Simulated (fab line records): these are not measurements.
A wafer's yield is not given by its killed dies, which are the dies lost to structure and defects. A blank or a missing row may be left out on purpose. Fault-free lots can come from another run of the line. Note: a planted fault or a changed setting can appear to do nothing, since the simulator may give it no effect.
fab line records	flow n5Finfet	part 1 of 2: steps 1 to 23 of 32
record lots=5	wafers=15	lastDay=16
route steps=1938 shown BEOL_M1@811 BEOL_M2@841
lots with no fault: from the same line, run without faults
startH: hours from the record's first day to the start of the lot's first wafer shown	waitH: hours elapsed since this lot's preceding step	" as in the row above	L1.1+2: several wafers, shown together as one row	- either no value or no given start	* or withheld: withheld	< > ~ a bound
route shown NAME@n: NAME is a module with steps in the file, n the number in the route of the first one	usual: average and standard deviation across the fault-free wafers	same: alike in all rows	chamber/n: place in a boat	sites: each site's reading	_std_site: the standard deviation of these	_edge_site: outer sites' mean less inner sites'	radiusMm: for every site, how far away it sits from the centre of the wafer	mask NAME#n: copy n	behind: tool/chamber where the wafer was last shaped	hold: what put the lot on hold/how long, in hours/how the hold closed	device: the transistor (n, p or np) that didn't switch	end of line: the tests these same wafers got at the end of their route	a step given without rows: its recipe and nothing more	killed: at the first sort, the dies lost to defects and structure; wafer yield is something else	map: per-die view of a wafer (x killed, . not killed, _ where there is no die)
set.NAME: the setting that was run; set.NAME@STEP: the one run at that earlier step	model.NAME: the simulator's own value behind a step, which no gauge read
certain route steps with their lots: each step a table, each wafer a row
services: from which hour (startH, from the record's first day; less than 0 if before it) a tool's chamber was out of use, for how many hours, and why
## steps
# step N5_BEOL_M1_ALD_84
# recipe material=TaN	targetThkA=*	tempC=275	aldPrecursorFamily=PDMAT	aldCoReactant=NH3	pressureTorr=3	carrierFlowSccm=1500	pulseTimeS=2	purgeTimeS=3	coReactantPurgeTimeS=2	coReactantPulseTimeS=3	aldCycles=30	precursorVesselTempC=75	precursorVesselPressureTorr=26.25	precursorVesselCarrierSccm=1000
# usual chamberPressureTorr=3.001/0.006	heaterPowerW=438/55
lot.wafer	tool	chamber	startH	waitH	chamberPressureTorr	heaterPowerW
L076.1	aldMetal-04	3	138.88	0.1	3.009	412
L076.3	"	0	"	"	2.996	406
L076.6	"	0	"	"	3.006	409
L077.1	aldMetal-04	1	141.93	0.0	3.009	384
L077.3	"	0	"	"	2.999	410
L077.6	"	1	"	"	3.004	387
L080.2	aldMetal-03	1	163.12	0.2	3.001	403
L080.5	"	0	"	"	2.998	510
L080.6	"	1	"	"	3.007	399
L081.3	aldMetal-03	0	173.38	0.1	3.001	507
L081.4	"	3	"	"	2.993	453
L081.6	"	3	"	"	2.998	473
L089.1	aldMetal-02	2	224.09	0.0	2.999	517
L089.2	"	1	"	"	3.001	404
L089.4	"	2	"	"	3.000	523
# step N5_BEOL_M1_SURFACE_TREAT_85
# recipe gas=Ar	timeS=*	ionEnergyEv=*	ionCurrentMaCm2=0.5	pressureMtorr=*	arFlowSccm=30
# usual pressureMtorr=*	throttleValvePct=*
lot.wafer	tool	chamber	startH	waitH	pressureMtorr	throttleValvePct
L076.1	pvdSputter-01	-	139.20	0.2	*	*
L076.3	"	-	"	"	*	*
L076.6	"	-	"	"	*	*
L077.1	pvdSputter-03	-	142.20	0.2	*	*
L077.3	"	-	"	"	*	*
L077.6	"	-	"	"	*	*
L080.2	pvdSputter-03	-	163.58	0.4	*	*
L080.5	"	-	"	"	*	*
L080.6	"	-	"	"	*	*
L081.3	pvdSputter-02	-	173.81	0.3	*	*
L081.4	"	-	"	"	*	*
L081.6	"	-	"	"	*	*
L089.1	pvdSputter-02	-	224.32	0.1	*	*
L089.2	"	-	"	"	*	*
L089.4	"	-	"	"	*	*
# step N5_BEOL_M1_CVD_47
# recipe material=Co	targetThkA=30	tempC=withheld	precursor=CCTBA/H2	pressureTorr=30	timeS=223.8
# usual chamberPressureTorr=30.00/0.069
lot.wafer	tool	chamber	startH	waitH	chamberPressureTorr
L076.1	cvdCo-02	1	139.41	0.2	30.04
L076.3	"	0	"	"	29.97
L076.6	"	0	"	"	30.10
L077.1	cvdCo-02	0	142.27	0.0	30.08
L077.3	"	1	"	"	29.92
L077.6	"	2	"	"	30.08
L080.2	cvdCo-01	2	163.79	0.2	29.97
L080.5	"	1	"	"	30.02
L080.6	"	2	"	"	29.97
L081.3	cvdCo-02	2	173.94	0.1	30.09
L081.4	"	0	"	"	29.92
L081.6	"	1	"	"	29.97
L089.1	cvdCo-01	2	224.41	0.1	30.00
L089.2	"	0	"	"	29.95
L089.4	"	1	"	"	30.06
# step N5_BEOL_M1_SPUTTER_48
# recipe material=Cu	targetThkA=45	tempC=-20	chamberPressurePa=0.07	powerW=withheld	timeS=8.29
# usual chuckGasFlowSccm=1.26/0.055	throttleValvePct=29.6/0.96
lot.wafer	tool	chamber	startH	waitH	chuckGasFlowSccm	throttleValvePct
L076.1	pvdSputter-01	-	139.57	0.1	1.37	30.2
L076.3	"	-	"	"	1.37	28.6
L076.6	"	-	"	"	1.27	30.0
L077.1	pvdSputter-01	-	142.42	0.1	1.20	30.1
L077.3	"	-	"	"	1.32	29.8
L077.6	"	-	"	"	1.21	28.5
L080.2	pvdSputter-02	-	163.94	0.1	1.24	29.8
L080.5	"	-	"	"	1.23	27.5
L080.6	"	-	"	"	1.33	30.0
L081.3	pvdSputter-03	-	174.13	0.1	1.26	29.5
L081.4	"	-	"	"	1.22	29.9
L081.6	"	-	"	"	1.34	29.5
L089.1	pvdSputter-02	-	224.87	0.4	1.32	27.4
L089.2	"	-	"	"	1.28	28.6
L089.4	"	-	"	"	1.12	29.8
# step N5_BEOL_M1_ANNEAL_49
# recipe tempC=400	timeS=240	ambient=vacuum
# usual heaterPowerW=845/88
lot.wafer	tool	chamber	startH	waitH	heaterPowerW
L076.1	pvdSputter-01	-	139.65	0.0	806
L076.3	"	-	"	"	701
L076.6	"	-	"	"	763
L077.1	pvdSputter-01	-	142.50	0.0	765
L077.3	"	-	"	"	937
L077.6	"	-	"	"	709
L080.2	pvdSputter-02	-	164.02	0.0	891
L080.5	"	-	"	"	871
L080.6	"	-	"	"	870
L081.3	pvdSputter-03	-	174.21	0.0	931
L081.4	"	-	"	"	701
L081.6	"	-	"	"	972
L089.1	pvdSputter-02	-	224.95	0.0	876
L089.2	"	-	"	"	763
L089.4	"	-	"	"	870
# step N5_BEOL_M1_SPUTTER_79
# recipe material=Cu	targetThkA=45	tempC=-20	chamberPressurePa=0.07	powerW=withheld	timeS=8.29
# usual chuckGasFlowSccm=1.26/0.057	throttleValvePct=29.6/0.95
lot.wafer	tool	chamber	startH	waitH	chuckGasFlowSccm	throttleValvePct
L076.1	pvdSputter-01	-	139.79	0.1	1.20	30.2
L076.3	"	-	"	"	1.35	28.6
L076.6	"	-	"	"	1.20	30.3
L077.1	pvdSputter-01	-	142.64	0.1	1.31	30.2
L077.3	"	-	"	"	1.28	29.8
L077.6	"	-	"	"	1.21	28.4
L080.2	pvdSputter-02	-	164.16	0.1	1.27	30.1
L080.5	"	-	"	"	1.18	28.1
L080.6	"	-	"	"	1.33	29.9
L081.3	pvdSputter-03	-	174.35	0.1	1.34	29.5
L081.4	"	-	"	"	1.29	29.9
L081.6	"	-	"	"	1.26	29.6
L089.1	pvdSputter-02	-	225.09	0.1	1.25	27.9
L089.2	"	-	"	"	1.25	28.6
L089.4	"	-	"	"	1.22	29.7
# step N5_BEOL_M1_ANNEAL_80
# recipe tempC=400	timeS=240	ambient=vacuum
# usual heaterPowerW=844/88
lot.wafer	tool	chamber	startH	waitH	heaterPowerW
L076.1	pvdSputter-01	-	139.87	0.0	782
L076.3	"	-	"	"	728
L076.6	"	-	"	"	781
L077.1	pvdSputter-01	-	142.72	0.0	751
L077.3	"	-	"	"	938
L077.6	"	-	"	"	707
L080.2	pvdSputter-02	-	164.24	0.0	875
L080.5	"	-	"	"	860
L080.6	"	-	"	"	858
L081.3	pvdSputter-03	-	174.43	0.0	868
L081.4	"	-	"	"	703
L081.6	"	-	"	"	975
L089.1	pvdSputter-02	-	225.17	0.0	877
L089.2	"	-	"	"	762
L089.4	"	-	"	"	867
# step N5_BEOL_M1_SPUTTER_81
# recipe material=Cu	targetThkA=45	tempC=-20	chamberPressurePa=0.07	powerW=withheld	timeS=8.29
# usual chuckGasFlowSccm=1.26/0.05	throttleValvePct=29.6/0.96
lot.wafer	tool	chamber	startH	waitH	chuckGasFlowSccm	throttleValvePct
L076.1	pvdSputter-01	-	140.01	0.1	1.28	30.3
L076.3	"	-	"	"	1.26	28.5
L076.6	"	-	"	"	1.23	30.5
L077.1	pvdSputter-01	-	142.86	0.1	1.20	30.1
L077.3	"	-	"	"	1.23	29.8
L077.6	"	-	"	"	1.22	28.5
L080.2	pvdSputter-02	-	164.38	0.1	1.28	29.9
L080.5	"	-	"	"	1.29	27.9
L080.6	"	-	"	"	1.27	29.9
L081.3	pvdSputter-03	-	174.57	0.1	1.34	29.3
L081.4	"	-	"	"	1.25	29.8
L081.6	"	-	"	"	1.41	29.5
L089.1	pvdSputter-02	-	225.31	0.1	1.32	27.8
L089.2	"	-	"	"	1.23	28.6
L089.4	"	-	"	"	1.17	30.0
# step N5_BEOL_M1_ANNEAL_82
# recipe tempC=400	timeS=240	ambient=vacuum
# usual heaterPowerW=842/89
lot.wafer	tool	chamber	startH	waitH	heaterPowerW
L076.1	pvdSputter-01	-	140.09	0.0	780
L076.3	"	-	"	"	716
L076.6	"	-	"	"	760
L077.1	pvdSputter-01	-	142.94	0.0	768
L077.3	"	-	"	"	926
L077.6	"	-	"	"	723
L080.2	pvdSputter-02	-	164.46	0.0	874
L080.5	"	-	"	"	887
L080.6	"	-	"	"	876
L081.3	pvdSputter-03	-	174.65	0.0	871
L081.4	"	-	"	"	700
L081.6	"	-	"	"	956
L089.1	pvdSputter-02	-	225.39	0.0	901
L089.2	"	-	"	"	762
L089.4	"	-	"	"	877
# step N5_BEOL_M1_SPUTTER_86
# recipe material=Cu	targetThkA=45	tempC=-20	chamberPressurePa=0.07	powerW=withheld	timeS=8.29
# usual chuckGasFlowSccm=1.26/0.054	throttleValvePct=29.6/0.96
lot.wafer	tool	chamber	startH	waitH	chuckGasFlowSccm	throttleValvePct
L076.1	pvdSputter-01	-	140.23	0.1	1.32	30.1
L076.3	"	-	"	"	1.28	28.6
L076.6	"	-	"	"	1.28	30.3
L077.1	pvdSputter-01	-	143.08	0.1	1.23	30.3
L077.3	"	-	"	"	1.24	29.7
L077.6	"	-	"	"	1.28	28.6
L080.2	pvdSputter-02	-	164.60	0.1	1.37	29.6
L080.5	"	-	"	"	1.27	27.9
L080.6	"	-	"	"	1.27	30.0
L081.3	pvdSputter-03	-	174.79	0.1	1.29	29.6
L081.4	"	-	"	"	1.33	29.8
L081.6	"	-	"	"	1.29	29.4
L089.1	pvdSputter-02	-	225.53	0.1	1.20	27.9
L089.2	"	-	"	"	1.20	28.7
L089.4	"	-	"	"	1.18	30.0
# step N5_BEOL_M1_ANNEAL_87
# recipe tempC=400	timeS=240	ambient=vacuum
# usual heaterPowerW=844/90
lot.wafer	tool	chamber	startH	waitH	heaterPowerW
L076.1	pvdSputter-01	-	140.31	0.0	782
L076.3	"	-	"	"	697
L076.6	"	-	"	"	777
L077.1	pvdSputter-01	-	143.16	0.0	769
L077.3	"	-	"	"	937
L077.6	"	-	"	"	687
L080.2	pvdSputter-02	-	164.68	0.0	875
L080.5	"	-	"	"	890
L080.6	"	-	"	"	874
L081.3	pvdSputter-03	-	174.87	0.0	906
L081.4	"	-	"	"	696
L081.6	"	-	"	"	956
L089.1	pvdSputter-02	-	225.61	0.0	872
L089.2	"	-	"	"	792
L089.4	"	-	"	"	858
# step N5_BEOL_M1_SPUTTER_88
# recipe material=Cu	targetThkA=45	tempC=-20	chamberPressurePa=0.07	powerW=withheld	timeS=8.29
# usual chuckGasFlowSccm=1.26/0.056	throttleValvePct=29.6/0.96
lot.wafer	tool	chamber	startH	waitH	chuckGasFlowSccm	throttleValvePct
L076.1	pvdSputter-01	-	140.45	0.1	1.28	30.2
L076.3	"	-	"	"	1.24	28.7
L076.6	"	-	"	"	1.22	30.3
L077.1	pvdSputter-01	-	143.30	0.1	1.34	30.3
L077.3	"	-	"	"	1.34	29.6
L077.6	"	-	"	"	1.46	28.3
L080.2	pvdSputter-02	-	164.82	0.1	1.20	29.7
L080.5	"	-	"	"	1.23	27.8
L080.6	"	-	"	"	1.30	29.8
L081.3	pvdSputter-03	-	175.01	0.1	1.25	29.6
L081.4	"	-	"	"	1.26	29.7
L081.6	"	-	"	"	1.29	29.8
L089.1	pvdSputter-02	-	225.75	0.1	1.19	27.9
L089.2	"	-	"	"	1.23	29.0
L089.4	"	-	"	"	1.23	30.0
# step N5_BEOL_M1_ANNEAL_89
# recipe tempC=400	timeS=240	ambient=vacuum
# usual heaterPowerW=844/89
lot.wafer	tool	chamber	startH	waitH	heaterPowerW
L076.1	pvdSputter-01	-	140.53	0.0	764
L076.3	"	-	"	"	712
L076.6	"	-	"	"	765
L077.1	pvdSputter-01	-	143.38	0.0	771
L077.3	"	-	"	"	941
L077.6	"	-	"	"	699
L080.2	pvdSputter-02	-	164.90	0.0	848
L080.5	"	-	"	"	878
L080.6	"	-	"	"	857
L081.3	pvdSputter-03	-	175.09	0.0	894
L081.4	"	-	"	"	678
L081.6	"	-	"	"	979
L089.1	pvdSputter-02	-	225.83	0.0	893
L089.2	"	-	"	"	763
L089.4	"	-	"	"	847
# step N5_BEOL_M1_SPUTTER_90
# recipe material=Cu	targetThkA=45	tempC=-20	chamberPressurePa=0.07	powerW=withheld	timeS=8.29
# usual chuckGasFlowSccm=1.26/0.054	throttleValvePct=29.6/0.95
lot.wafer	tool	chamber	startH	waitH	chuckGasFlowSccm	throttleValvePct
L076.1	pvdSputter-01	-	140.67	0.1	1.26	30.0
L076.3	"	-	"	"	1.25	28.6
L076.6	"	-	"	"	1.30	30.3
L077.1	pvdSputter-01	-	143.52	0.1	1.27	30.3
L077.3	"	-	"	"	1.19	29.9
L077.6	"	-	"	"	1.18	28.3
L080.2	pvdSputter-02	-	165.04	0.1	1.32	29.9
L080.5	"	-	"	"	1.27	27.9
L080.6	"	-	"	"	1.25	30.2
L081.3	pvdSputter-03	-	175.23	0.1	1.30	29.5
L081.4	"	-	"	"	1.19	30.0
L081.6	"	-	"	"	1.30	29.8
L089.1	pvdSputter-02	-	225.97	0.1	1.25	27.9
L089.2	"	-	"	"	1.29	28.7
L089.4	"	-	"	"	1.31	29.6
# step N5_BEOL_M1_ANNEAL_91
# recipe tempC=400	timeS=240	ambient=vacuum
# usual heaterPowerW=845/90
lot.wafer	tool	chamber	startH	waitH	heaterPowerW
L076.1	pvdSputter-01	-	140.75	0.0	774
L076.3	"	-	"	"	709
L076.6	"	-	"	"	752
L077.1	pvdSputter-01	-	143.60	0.0	757
L077.3	"	-	"	"	951
L077.6	"	-	"	"	717
L080.2	pvdSputter-02	-	165.12	0.0	857
L080.5	"	-	"	"	903
L080.6	"	-	"	"	881
L081.3	pvdSputter-03	-	175.31	0.0	885
L081.4	"	-	"	"	688
L081.6	"	-	"	"	969
L089.1	pvdSputter-02	-	226.05	0.0	867
L089.2	"	-	"	"	757
L089.4	"	-	"	"	868
# step N5_BEOL_M1_SPUTTER_92
# recipe material=Cu	targetThkA=45	tempC=-20	chamberPressurePa=0.07	powerW=withheld	timeS=8.29
# usual chuckGasFlowSccm=1.26/0.053	throttleValvePct=29.6/0.93
lot.wafer	tool	chamber	startH	waitH	chuckGasFlowSccm	throttleValvePct
L076.1	pvdSputter-01	-	140.89	0.1	1.27	30.0
L076.3	"	-	"	"	1.29	28.4
L076.6	"	-	"	"	1.19	30.0
L077.1	pvdSputter-01	-	143.74	0.1	1.41	30.2
L077.3	"	-	"	"	1.17	29.8
L077.6	"	-	"	"	1.30	28.4
L080.2	pvdSputter-02	-	165.26	0.1	1.28	29.9
L080.5	"	-	"	"	1.18	27.8
L080.6	"	-	"	"	1.32	29.8
L081.3	pvdSputter-03	-	175.45	0.1	1.32	29.4
L081.4	"	-	"	"	1.27	29.6
L081.6	"	-	"	"	1.23	29.3
L089.1	pvdSputter-02	-	226.19	0.1	1.20	28.0
L089.2	"	-	"	"	1.25	29.0
L089.4	"	-	"	"	1.23	29.8
# step N5_BEOL_M1_ANNEAL_93
# recipe tempC=400	timeS=240	ambient=vacuum
# usual heaterPowerW=843/88
lot.wafer	tool	chamber	startH	waitH	heaterPowerW
L076.1	pvdSputter-01	-	140.97	0.0	780
L076.3	"	-	"	"	735
L076.6	"	-	"	"	757
L077.1	pvdSputter-01	-	143.82	0.0	758
L077.3	"	-	"	"	923
L077.6	"	-	"	"	705
L080.2	pvdSputter-02	-	165.34	0.0	857
L080.5	"	-	"	"	854
L080.6	"	-	"	"	875
L081.3	pvdSputter-03	-	175.53	0.0	887
L081.4	"	-	"	"	697
L081.6	"	-	"	"	953
L089.1	pvdSputter-02	-	226.27	0.0	873
L089.2	"	-	"	"	762
L089.4	"	-	"	"	858
# step N5_BEOL_M1_SPUTTER_94
# recipe material=Cu	targetThkA=45	tempC=-20	chamberPressurePa=0.07	powerW=withheld	timeS=8.29
# usual chuckGasFlowSccm=1.26/0.052	throttleValvePct=29.6/0.98
lot.wafer	tool	chamber	startH	waitH	chuckGasFlowSccm	throttleValvePct
L076.1	pvdSputter-01	-	141.11	0.1	1.25	29.7
L076.3	"	-	"	"	1.18	28.3
L076.6	"	-	"	"	1.27	30.3
L077.1	pvdSputter-01	-	143.96	0.1	1.27	30.3
L077.3	"	-	"	"	1.28	29.6
L077.6	"	-	"	"	1.25	28.5
L080.2	pvdSputter-02	-	165.48	0.1	1.25	29.9
L080.5	"	-	"	"	1.19	27.7
L080.6	"	-	"	"	1.19	29.8
L081.3	pvdSputter-03	-	175.67	0.1	1.28	29.3
L081.4	"	-	"	"	1.27	30.0
L081.6	"	-	"	"	1.36	29.4
L089.1	pvdSputter-02	-	226.41	0.1	1.23	27.5
L089.2	"	-	"	"	1.28	28.9
L089.4	"	-	"	"	1.27	29.9
# step N5_BEOL_M1_ANNEAL_95
# recipe tempC=400	timeS=240	ambient=vacuum
# usual heaterPowerW=842/89
lot.wafer	tool	chamber	startH	waitH	heaterPowerW
L076.1	pvdSputter-01	-	141.19	0.0	757
L076.3	"	-	"	"	706
L076.6	"	-	"	"	760
L077.1	pvdSputter-01	-	144.04	0.0	765
L077.3	"	-	"	"	906
L077.6	"	-	"	"	701
L080.2	pvdSputter-02	-	165.56	0.0	875
L080.5	"	-	"	"	879
L080.6	"	-	"	"	867
L081.3	pvdSputter-03	-	175.75	0.0	914
L081.4	"	-	"	"	699
L081.6	"	-	"	"	962
L089.1	pvdSputter-02	-	226.49	0.0	862
L089.2	"	-	"	"	765
L089.4	"	-	"	"	871
# step N5_BEOL_M1_SPUTTER_96
# recipe material=Cu	targetThkA=45	tempC=-20	chamberPressurePa=0.07	powerW=withheld	timeS=8.29
# usual chuckGasFlowSccm=1.26/0.054	throttleValvePct=29.6/0.96
lot.wafer	tool	chamber	startH	waitH	chuckGasFlowSccm	throttleValvePct
L076.1	pvdSputter-01	-	141.33	0.1	1.29	30.2
L076.3	"	-	"	"	1.26	28.4
L076.6	"	-	"	"	1.29	30.4
L077.1	pvdSputter-01	-	144.18	0.1	1.29	30.1
L077.3	"	-	"	"	1.21	29.5
L077.6	"	-	"	"	1.34	28.4
L080.2	pvdSputter-02	-	165.70	0.1	1.24	30.1
L080.5	"	-	"	"	1.37	28.0
L080.6	"	-	"	"	1.29	29.7
L081.3	pvdSputter-03	-	175.89	0.1	1.25	29.4
L081.4	"	-	"	"	1.24	29.9
L081.6	"	-	"	"	1.29	29.5
L089.1	pvdSputter-02	-	226.63	0.1	1.20	27.8
L089.2	"	-	"	"	1.28	28.7
L089.4	"	-	"	"	1.26	30.2
# step N5_BEOL_M1_ECD_50
# recipe material=Cu	targetThkA=3000
lot.wafer	tool	chamber	startH	waitH
L076.1+3+6	ecdCu-02	0,0,1	141.45	0.1
L077.1+3+6	ecdCu-01	1,0,1	144.30	0.1
L080.2+5+6	ecdCu-01	0,1,0	165.82	0.1
L081.3+4+6	ecdCu-01	1,0,0	176.02	0.1
L089.1+2+4	ecdCu-02	1,0,1	226.75	0.1
# step N5_BEOL_M1_ANNEAL_51
# recipe tempC=225	timeS=90	ambient=N2
# usual annealTempCMax=225.88/0.24	wafer_temp_C_max=226.12/0.27
lot.wafer	tool	chamber	startH	waitH	annealTempCMax	wafer_temp_C_max
L076.1	rtpAnneal-01	0	141.53	0.1	226.25	226.47
L076.3	"	0	"	"	225.98	226.15
L076.6	"	0	"	"	226.29	226.40
L077.1	rtpAnneal-01	0	144.38	0.1	225.67	226.41
L077.3	"	0	"	"	225.57	225.98
L077.6	"	0	"	"	225.68	226.20
L080.2	rtpAnneal-01	0	165.95	0.1	226.03	226.52
L080.5	"	0	"	"	225.88	226.32
L080.6	"	0	"	"	225.84	226.40
L081.3	rtpAnneal-02	0	176.17	0.1	225.80	225.83
L081.4	"	0	"	"	226.12	226.04
L081.6	"	0	"	"	226.21	226.18
L089.1	rtpAnneal-01	0	226.83	0.1	225.51	226.05
L089.2	"	0	"	"	225.44	226.53
L089.4	"	0	"	"	225.68	226.36
# step N5_BEOL_M1_CMP_52
# recipe stopOn=SiOC	tOverpolishS=6.8	downForcePsi=1	platenRpm=50	clearingPlatenDownForcePsi=1.5	clearingPlatenRpm=50	postCmpClean=cuAlkaline	targetThkNm=40	clearingPlatenPadVelocityMS=0.99484	padVelocityMS=0.99484
# usual barrierFieldEndpointS=24.4/0.57	motorCurrentA=5.8/0.68	overpolishRunS=6.799/0.0094	platenRpm=50.00/0.031	timeToEndpointS=62.0/2.5
lot.wafer	tool	chamber	startH	waitH	barrierFieldEndpointS	motorCurrentA	overpolishRunS	platenRpm	timeToEndpointS
L076.3	cmp-01	0	141.82	0.2	25.4	6.6	6.815	50.01	68.6
L076.1	"	1	"	"	25.3	5.9	6.810	49.99	67.3
L076.6	"	1	"	"	26.1	5.9	6.788	49.96	66.9
L077.3	cmp-03	2	144.72	0.2	23.9	5.8	6.793	49.99	62.3
L077.1	"	3	"	"	23.6	6.5	6.788	50.05	63.3
L077.6	"	1	"	"	24.2	6.8	6.801	50.02	63.2
L080.2	cmp-01	0	166.20	0.2	23.8	6.6	6.781	50.04	62.3
L080.6	"	0	"	"	23.5	6.4	6.798	49.99	61.7
L080.5	"	1	"	"	23.6	6.1	6.793	49.98	61.9
L081.3	cmp-03	2	176.42	0.2	24.7	5.9	6.790	49.99	65.5
L081.4	"	0	"	"	24.4	5.7	6.817	50.02	64.4
L081.6	"	1	"	"	24.6	6.5	6.811	49.95	66.7
L089.4	cmp-01	3	227.13	0.1	24.9	6.1	6.802	49.97	63.9
L089.1	"	0	"	"	24.2	6.8	6.811	50.00	64.1
L089.2	"	2	"	"	25.2	6.8	6.788	49.98	62.5
